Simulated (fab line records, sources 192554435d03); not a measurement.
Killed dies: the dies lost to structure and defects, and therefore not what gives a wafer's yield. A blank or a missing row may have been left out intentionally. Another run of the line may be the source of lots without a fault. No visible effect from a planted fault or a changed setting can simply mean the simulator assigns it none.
Which tool was responsible? :: flow n5-finfet :: 8 lots with 24 wafers sampled at 5 steps, on a route of 1938 steps

WHAT THE GAUGES SHOWED, per wafer
N5_BEOL_M4_RC_MEAS_101. Usual: DIBL_N 35.9 mV/V, standard deviation 1.3; DIBL_P 35.9 mV/V, standard deviation 1.6; IOFF_N 0.156 nA/um, standard deviation 0.022; IOFF_P 0.205 nA/um, standard deviation 0.023; ION_N 675 uA/um, standard deviation 9; ION_P 463 uA/um, standard deviation 5.6; SS_N 71.4 mV/dec, standard deviation 0.57; SS_P 73.1 mV/dec, standard deviation 0.52; VT_N 249.7 mV, standard deviation 2.8; VT_P -250.2 mV, standard deviation 2.5.
lot: L651
measured: day 8 04:08
on: prober-02
DIBL_N (mV/V): 35.6 35.5 35.9
DIBL_P (mV/V): 34.2 34.0 33.5
IOFF_N (nA/um): 0.159 0.150 0.156
IOFF_P (nA/um): 0.222 0.217 0.207
ION_N (uA/um): 675 666 667
ION_P (uA/um): 464 461 457
SS_N (mV/dec): 71.5 72.1 71.5
SS_P (mV/dec): 73.0 72.8 72.6
VT_N (mV): 246.2 250.6 248.4
VT_P (mV): -248.6 -248.1 -250.1
flag: 

lot: L654
measured: day 9 05:26
on: prober-01
DIBL_N (mV/V): 35.5 36.9 37.6
DIBL_P (mV/V): 36.9 38.7 39.1
IOFF_N (nA/um): 0.157 0.190 0.204
IOFF_P (nA/um): 0.188 0.218 0.226
ION_N (uA/um): 677 691 688
ION_P (uA/um): 460 466 459
SS_N (mV/dec): 70.8 71.9 72.4
SS_P (mV/dec): 73.3 73.0 73.5
VT_N (mV): 249.9 248.4 246.2
VT_P (mV): -252.9 -249.9 -252.3
flag: 

lot: L656
measured: day 9 07:47
on: prober-02
DIBL_N (mV/V): 35.1 32.9 33.3
DIBL_P (mV/V): 35.5 32.3 33.4
IOFF_N (nA/um): 0.141 0.109 0.113
IOFF_P (nA/um): 0.200 0.162 0.169
ION_N (uA/um): 668 660 665
ION_P (uA/um): 464 461 465
SS_N (mV/dec): 71.0 70.1 71.1
SS_P (mV/dec): 73.1 71.7 72.5
VT_N (mV): 250.5 255.8 254.9
VT_P (mV): -250.8 -251.4 -250.0
flag: 

lot: L667
measured: day 12 08:43
on: prober-02
DIBL_N (mV/V): 38.3 36.2 36.1
DIBL_P (mV/V): 37.3 35.6 36.0
IOFF_N (nA/um): 0.176 0.139 0.146
IOFF_P (nA/um): 0.246 0.225 0.226
ION_N (uA/um): 678 664 672
ION_P (uA/um): 469 472 473
SS_N (mV/dec): 70.9 70.7 71.4
SS_P (mV/dec): 73.8 73.2 72.6
VT_N (mV): 249.1 250.8 249.6
VT_P (mV): -246.2 -244.7 -248.5
flag: 

lot: L668
measured: day 12 19:05
on: prober-01
DIBL_N (mV/V): 36.3 36.8 37.0
DIBL_P (mV/V): 38.4 38.6 39.0
IOFF_N (nA/um): 0.182 0.172 0.192
IOFF_P (nA/um): 0.202 0.191 0.207
ION_N (uA/um): 691 672 689
ION_P (uA/um): 465 450 460
SS_N (mV/dec): 71.5 70.8 71.8
SS_P (mV/dec): 73.7 73.3 73.4
VT_N (mV): 248.3 250.8 245.5
VT_P (mV): -251.0 -254.4 -251.1
flag: 

lot: L669
measured: day 13 05:36
on: prober-01
DIBL_N (mV/V): 35.7 35.8 34.8
DIBL_P (mV/V): 37.2 37.6 36.8
IOFF_N (nA/um): 0.150 0.152 0.139
IOFF_P (nA/um): 0.185 0.198 0.183
ION_N (uA/um): 666 665 665
ION_P (uA/um): 457 459 456
SS_N (mV/dec): 71.5 71.9 71.7
SS_P (mV/dec): 72.9 73.2 72.6
VT_N (mV): 252.0 249.6 252.1
VT_P (mV): -253.1 -253.4 -254.4
flag: 

lot: L673
measured: day 13 10:26
on: prober-02
DIBL_N (mV/V): 38.9 38.1 37.4
DIBL_P (mV/V): 38.9 36.9 36.3
IOFF_N (nA/um): 0.200 0.182 0.172
IOFF_P (nA/um): 0.240 0.209 0.203
ION_N (uA/um): 683 680 680
ION_P (uA/um): 463 460 462
SS_N (mV/dec): 71.4 71.7 71.7
SS_P (mV/dec): 74.7 73.5 73.1
VT_N (mV): 246.9 248.8 250.2
VT_P (mV): -249.0 -250.7 -252.5
flag: 

lot: L672
measured: day 14 02:27
on: prober-01
DIBL_N (mV/V): 34.8 35.9 35.1
DIBL_P (mV/V): 33.5 35.1 33.4
IOFF_N (nA/um): 0.121 0.141 0.122
IOFF_P (nA/um): 0.176 0.204 0.179
ION_N (uA/um): 667 671 669
ION_P (uA/um): 466 468 464
SS_N (mV/dec): 71.0 71.4 70.9
SS_P (mV/dec): 72.4 73.3 73.0
VT_N (mV): 252.6 251.9 252.8
VT_P (mV): -252.6 -248.8 -248.2
flag: 

EACH LOT AND THE TOOL THAT RAN IT (in order: tool; ch and the chambers of the sampled wafers; start)
lot: L651
N5_BEOL_M0_SAQP_SPACER2_ETCHBACK_27: rie-diel-01 ch 0,1,2, day 5 22:44
N5_BEOL_M0_SAQP_DESCUM_45: rie-diel-01 ch 0,1, day 5 23:21
N5_BEOL_M0_SAQP_ETCH_73: rie-diel-01 ch 0,1, day 5 23:25
N5_BEOL_M0_SAQP_STRIP_75: rie-diel-06 ch 2,3, day 6 00:16

lot: L654
N5_BEOL_M0_SAQP_SPACER2_ETCHBACK_27: rie-diel-02 ch 0,3, day 6 16:40
N5_BEOL_M0_SAQP_DESCUM_45: rie-diel-01 ch 2,3, day 6 17:28
N5_BEOL_M0_SAQP_ETCH_73: rie-diel-01 ch 2,3, day 6 17:31
N5_BEOL_M0_SAQP_STRIP_75: rie-diel-06 ch 2, day 6 19:39

lot: L656
N5_BEOL_M0_SAQP_SPACER2_ETCHBACK_27: rie-diel-02 ch 0,2,3, day 6 23:36
N5_BEOL_M0_SAQP_DESCUM_45: rie-diel-01 ch 0,2,3, day 7 00:14
N5_BEOL_M0_SAQP_ETCH_73: rie-diel-01 ch 0,2,3, day 7 00:17
N5_BEOL_M0_SAQP_STRIP_75: rie-diel-06 ch 1,3, day 7 01:12

lot: L667
N5_BEOL_M0_SAQP_SPACER2_ETCHBACK_27: rie-diel-02 ch 1,3, day 9 22:48
N5_BEOL_M0_SAQP_DESCUM_45: rie-diel-06 ch 2,3, day 9 23:44
N5_BEOL_M0_SAQP_ETCH_73: rie-diel-06 ch 2,3, day 9 23:47
N5_BEOL_M0_SAQP_STRIP_75: rie-diel-06 ch 0,2, day 10 00:39

lot: L668
N5_BEOL_M0_SAQP_SPACER2_ETCHBACK_27: rie-diel-06 ch 0,2,3, day 10 03:50
N5_BEOL_M0_SAQP_DESCUM_45: rie-diel-06 ch 0,2,3, day 10 04:53
N5_BEOL_M0_SAQP_ETCH_73: rie-diel-06 ch 0,2,3, day 10 04:56
N5_BEOL_M0_SAQP_STRIP_75: rie-diel-06 ch 0,2,3, day 10 06:04

lot: L669
N5_BEOL_M0_SAQP_SPACER2_ETCHBACK_27: rie-diel-06 ch 0,2, day 10 08:38
N5_BEOL_M0_SAQP_DESCUM_45: rie-diel-01 ch 1,2,3, day 10 10:22
N5_BEOL_M0_SAQP_ETCH_73: rie-diel-01 ch 1,2,3, day 10 10:25
N5_BEOL_M0_SAQP_STRIP_75: rie-diel-01 ch 1,2,3, day 10 11:55

lot: L673
N5_BEOL_M0_SAQP_SPACER2_ETCHBACK_27: rie-diel-02 ch 0,1, day 11 09:37
N5_BEOL_M0_SAQP_DESCUM_45: rie-diel-01 ch 1,2, day 11 10:22
N5_BEOL_M0_SAQP_ETCH_73: rie-diel-01 ch 1,2, day 11 10:25
N5_BEOL_M0_SAQP_STRIP_75: rie-diel-02 ch 1,2,3, day 11 11:17

lot: L672
N5_BEOL_M0_SAQP_SPACER2_ETCHBACK_27: rie-diel-02 ch 0,1, day 11 12:55
N5_BEOL_M0_SAQP_DESCUM_45: rie-diel-01 ch 2,3, day 11 13:32
N5_BEOL_M0_SAQP_ETCH_73: rie-diel-01 ch 2,3, day 11 13:35
N5_BEOL_M0_SAQP_STRIP_75: rie-diel-02 ch 1,3, day 11 14:27
- N5_BEOL_M0_SAQP_SPACER2_ETCHBACK_27: etches SiO2 in CHF3/O2, target depth 22.5 nm, time 11.25 s.
- N5_BEOL_M0_SAQP_DESCUM_45: chemistry O2, time 7 s.
- N5_BEOL_M0_SAQP_ETCH_73: etches SiARC in CF4, target depth 19.5 nm, time 32.5 s.
- N5_BEOL_M0_SAQP_STRIP_75: strips in CF4.

AS READ BY THE TOOLS THEMSELVES (means over the sampled wafers that have a number; for cases with no such wafer, the mark the record gives instead)
N5_BEOL_M0_SAQP_SPACER2_ETCHBACK_27. Usual: O2_flow_sccm 4.999 sccm, standard deviation 0.014; drypump-motor-current-A 5.8 A, standard deviation 0.37; oes-product-au 0.81 a.u., standard deviation 0.11; rf-vpp-V 522 V, standard deviation 5.2; showerhead-plenum-p-Torr 2.40 Torr, standard deviation 0.064; throttle-valve-pct 18.80 %, standard deviation 0.15.
lot: L651
tool: rie-diel-01
O2_flow_sccm (sccm): 4.998
drypump-motor-current-A (A): 5.5
oes-product-au (a.u.): 0.79
rf-vpp-V (V): 523
showerhead-plenum-p-Torr (Torr): 2.40
throttle-valve-pct (%): 18.72
flag: 

lot: L654
tool: rie-diel-02
O2_flow_sccm (sccm): 5.013
drypump-motor-current-A (A): 5.7
oes-product-au (a.u.): 0.71
rf-vpp-V (V): 524
showerhead-plenum-p-Torr (Torr): 2.45
throttle-valve-pct (%): 18.92
flag: 

lot: L656
tool: rie-diel-02
O2_flow_sccm (sccm): 4.993
drypump-motor-current-A (A): 5.8
oes-product-au (a.u.): 0.80
rf-vpp-V (V): 522
showerhead-plenum-p-Torr (Torr): 2.41
throttle-valve-pct (%): 18.88
flag: 

lot: L667
tool: rie-diel-02
O2_flow_sccm (sccm): 4.990
drypump-motor-current-A (A): 5.9
oes-product-au (a.u.): 0.85
rf-vpp-V (V): 521
showerhead-plenum-p-Torr (Torr): 2.40
throttle-valve-pct (%): 18.84
flag: 

lot: L668
tool: rie-diel-06
O2_flow_sccm (sccm): 4.984
drypump-motor-current-A (A): 5.8
oes-product-au (a.u.): 0.82
rf-vpp-V (V): 521
showerhead-plenum-p-Torr (Torr): 2.36
throttle-valve-pct (%): 18.66
flag: 

lot: L669
tool: rie-diel-06
O2_flow_sccm (sccm): 5.002
drypump-motor-current-A (A): 5.7
oes-product-au (a.u.): 0.84
rf-vpp-V (V): 520
showerhead-plenum-p-Torr (Torr): 2.37
throttle-valve-pct (%): 18.65
flag: 

lot: L673
tool: rie-diel-02
O2_flow_sccm (sccm): 5.008
drypump-motor-current-A (A): 6.0
oes-product-au (a.u.): 0.78
rf-vpp-V (V): 518
showerhead-plenum-p-Torr (Torr): 2.38
throttle-valve-pct (%): 18.96
flag: 

lot: L672
tool: rie-diel-02
O2_flow_sccm (sccm): 5.019
drypump-motor-current-A (A): 6.0
oes-product-au (a.u.): 0.84
rf-vpp-V (V): 518
showerhead-plenum-p-Torr (Torr): 2.37
throttle-valve-pct (%): 18.88
flag: 

N5_BEOL_M0_SAQP_DESCUM_45. Usual: drypump-motor-current-A 5.5 A, standard deviation 0.53; oes-product-au 0.80 a.u., standard deviation 0.072; rf-vpp-V 242.7 V, standard deviation 1.3; showerhead-plenum-p-Torr 2.07 Torr, standard deviation 0.065; throttle-valve-pct 20.28 %, standard deviation 0.14.
lot: L651
tool: rie-diel-01
drypump-motor-current-A (A): 5.8
oes-product-au (a.u.): 0.77
rf-vpp-V (V): 242.6
showerhead-plenum-p-Torr (Torr): 2.07
throttle-valve-pct (%): 20.24
flag: 

lot: L654
tool: rie-diel-01
drypump-motor-current-A (A): 4.8
oes-product-au (a.u.): 0.83
rf-vpp-V (V): 243.2
showerhead-plenum-p-Torr (Torr): 2.04
throttle-valve-pct (%): 20.23
flag: 

lot: L656
tool: rie-diel-01
drypump-motor-current-A (A): 5.2
oes-product-au (a.u.): 0.81
rf-vpp-V (V): 242.6
showerhead-plenum-p-Torr (Torr): 2.09
throttle-valve-pct (%): 20.33
flag: 

lot: L667
tool: rie-diel-06
drypump-motor-current-A (A): 5.7
oes-product-au (a.u.): 0.73
rf-vpp-V (V): 242.2
showerhead-plenum-p-Torr (Torr): 2.06
throttle-valve-pct (%): 20.21
flag: 

lot: L668
tool: rie-diel-06
drypump-motor-current-A (A): 5.8
oes-product-au (a.u.): 0.81
rf-vpp-V (V): 242.3
showerhead-plenum-p-Torr (Torr): 2.06
throttle-valve-pct (%): 20.22
flag: 

lot: L669
tool: rie-diel-01
drypump-motor-current-A (A): 5.1
oes-product-au (a.u.): 0.78
rf-vpp-V (V): 242.4
showerhead-plenum-p-Torr (Torr): 2.02
throttle-valve-pct (%): 20.22
flag: 

lot: L673
tool: rie-diel-01
drypump-motor-current-A (A): 5.2
oes-product-au (a.u.): 0.78
rf-vpp-V (V): 241.5
showerhead-plenum-p-Torr (Torr): 2.03
throttle-valve-pct (%): 20.23
flag: 

lot: L672
tool: rie-diel-01
drypump-motor-current-A (A): 4.9
oes-product-au (a.u.): 0.79
rf-vpp-V (V): 241.5
showerhead-plenum-p-Torr (Torr): 2.03
throttle-valve-pct (%): 20.28
flag: 

N5_BEOL_M0_SAQP_ETCH_73. Usual: drypump-motor-current-A 5.5 A, standard deviation 0.53; etch-rf-on-time-s 32.5 s, standard deviation 0.54; oes-product-au 0.68 a.u., standard deviation 0.063; rf-vpp-V 183.7 V, standard deviation 1.1; showerhead-plenum-p-Torr 2.12 Torr, standard deviation 0.066; throttle-valve-pct 15.44 %, standard deviation 0.16.
lot: L651
tool: rie-diel-01
drypump-motor-current-A (A): 5.8
etch-rf-on-time-s (s): 32.7
oes-product-au (a.u.): 0.65
rf-vpp-V (V): 183.7
showerhead-plenum-p-Torr (Torr): 2.12
throttle-valve-pct (%): 15.45
flag: 

lot: L654
tool: rie-diel-01
drypump-motor-current-A (A): 4.8
etch-rf-on-time-s (s): 32.4
oes-product-au (a.u.): 0.71
rf-vpp-V (V): 183.8
showerhead-plenum-p-Torr (Torr): 2.08
throttle-valve-pct (%): 15.34
flag: 

lot: L656
tool: rie-diel-01
drypump-motor-current-A (A): 5.2
etch-rf-on-time-s (s): 32.8
oes-product-au (a.u.): 0.68
rf-vpp-V (V): 184.7
showerhead-plenum-p-Torr (Torr): 2.13
throttle-valve-pct (%): 15.48
flag: 

lot: L667
tool: rie-diel-06
drypump-motor-current-A (A): 5.7
etch-rf-on-time-s (s): 32.8
oes-product-au (a.u.): 0.63
rf-vpp-V (V): 183.0
showerhead-plenum-p-Torr (Torr): 2.10
throttle-valve-pct (%): 15.41
flag: 

lot: L668
tool: rie-diel-06
drypump-motor-current-A (A): 5.8
etch-rf-on-time-s (s): 32.5
oes-product-au (a.u.): 0.70
rf-vpp-V (V): 183.7
showerhead-plenum-p-Torr (Torr): 2.09
throttle-valve-pct (%): 15.36
flag: 

lot: L669
tool: rie-diel-01
drypump-motor-current-A (A): 5.2
etch-rf-on-time-s (s): 32.4
oes-product-au (a.u.): 0.67
rf-vpp-V (V): 183.5
showerhead-plenum-p-Torr (Torr): 2.07
throttle-valve-pct (%): 15.39
flag: 

lot: L673
tool: rie-diel-01
drypump-motor-current-A (A): 5.2
etch-rf-on-time-s (s): 31.9
oes-product-au (a.u.): 0.66
rf-vpp-V (V): 183.1
showerhead-plenum-p-Torr (Torr): 2.07
throttle-valve-pct (%): 15.38
flag: 

lot: L672
tool: rie-diel-01
drypump-motor-current-A (A): 4.8
etch-rf-on-time-s (s): 32.0
oes-product-au (a.u.): 0.68
rf-vpp-V (V): 183.6
showerhead-plenum-p-Torr (Torr): 2.07
throttle-valve-pct (%): 15.40
flag: 

N5_BEOL_M0_SAQP_STRIP_75. Usual: bias-power-w 75.01 W, standard deviation 0.22; cf4-flow-sccm 150.0 sccm, standard deviation 0.45; drypump-motor-current-A 5.7 A, standard deviation 0.44; oes-product-au 0.186 a.u., standard deviation 0.021; rf-vpp-V 270.8 V, standard deviation 1.4; showerhead-plenum-p-Torr 1.78 Torr, standard deviation 0.047; throttle-valve-pct 13.44 %, standard deviation 0.18.
lot: L651
tool: rie-diel-06
bias-power-w (W): 74.89
cf4-flow-sccm (sccm): 150.0
drypump-motor-current-A (A): 5.8
oes-product-au (a.u.): 0.194
rf-vpp-V (V): 270.5
showerhead-plenum-p-Torr (Torr): 1.76
throttle-valve-pct (%): 13.28
flag: 

lot: L654
tool: rie-diel-06
bias-power-w (W): 74.96
cf4-flow-sccm (sccm): 149.9
drypump-motor-current-A (A): 5.6
oes-product-au (a.u.): 0.164
rf-vpp-V (V): 270.5
showerhead-plenum-p-Torr (Torr): 1.77
throttle-valve-pct (%): 13.45
flag: 

lot: L656
tool: rie-diel-06
bias-power-w (W): 74.97
cf4-flow-sccm (sccm): 150.3
drypump-motor-current-A (A): 6.4
oes-product-au (a.u.): 0.203
rf-vpp-V (V): 272.7
showerhead-plenum-p-Torr (Torr): 1.84
throttle-valve-pct (%): 13.35
flag: 

lot: L667
tool: rie-diel-06
bias-power-w (W): -
cf4-flow-sccm (sccm): -
drypump-motor-current-A (A): -
oes-product-au (a.u.): -
rf-vpp-V (V): -
showerhead-plenum-p-Torr (Torr): -
throttle-valve-pct (%): -
flag: OFF

lot: L668
tool: rie-diel-06
bias-power-w (W): -
cf4-flow-sccm (sccm): -
drypump-motor-current-A (A): -
oes-product-au (a.u.): -
rf-vpp-V (V): -
showerhead-plenum-p-Torr (Torr): -
throttle-valve-pct (%): -
flag: OFF

lot: L669
tool: rie-diel-01
bias-power-w (W): 74.93
cf4-flow-sccm (sccm): 149.7
drypump-motor-current-A (A): 5.2
oes-product-au (a.u.): 0.182
rf-vpp-V (V): 269.5
showerhead-plenum-p-Torr (Torr): 1.74
throttle-valve-pct (%): 13.39
flag: 

lot: L673
tool: rie-diel-02
bias-power-w (W): 75.06
cf4-flow-sccm (sccm): 150.6
drypump-motor-current-A (A): 5.9
oes-product-au (a.u.): 0.188
rf-vpp-V (V): 271.5
showerhead-plenum-p-Torr (Torr): 1.78
throttle-valve-pct (%): 13.51
flag: 

lot: L672
tool: rie-diel-02
bias-power-w (W): 75.05
cf4-flow-sccm (sccm): 149.8
drypump-motor-current-A (A): 5.9
oes-product-au (a.u.): 0.193
rf-vpp-V (V): 270.6
showerhead-plenum-p-Torr (Torr): 1.78
throttle-valve-pct (%): 13.46
flag: 

THE ANSWER, worked out from the rows above alone
Rule: take the mean of a lot's wafers that have a number; if it is more than 3 standard deviations from the usual mean, the lot is off. A lot without any number at a reading at which 4 lots or more have one is off too. Where the step has rows for the other lots, those lots are counted as sound. First the gauges in route order, then the tools' own readings, where a lot's mean is used as printed above. The first step at which some lot is off is used, and at that step the reading that is off furthest; a lot without a number counts as furthest.
Off: L667, L668 (N5_BEOL_M0_SAQP_STRIP_75, bias-power-w). Without a number there: L667, L668.
A tool fits if, at that step or a process step before it, it ran every lot that is off, and no sound lot after the first of them. One candidate fits, namely rie-diel-06 at N5_BEOL_M0_SAQP_DESCUM_45 and N5_BEOL_M0_SAQP_ETCH_73 and N5_BEOL_M0_SAQP_STRIP_75. It ran no sound lot before its first lot that is off in this sample, so the start can't be narrowed down.

WHAT WAS PUT IN BY THE SIMULATOR
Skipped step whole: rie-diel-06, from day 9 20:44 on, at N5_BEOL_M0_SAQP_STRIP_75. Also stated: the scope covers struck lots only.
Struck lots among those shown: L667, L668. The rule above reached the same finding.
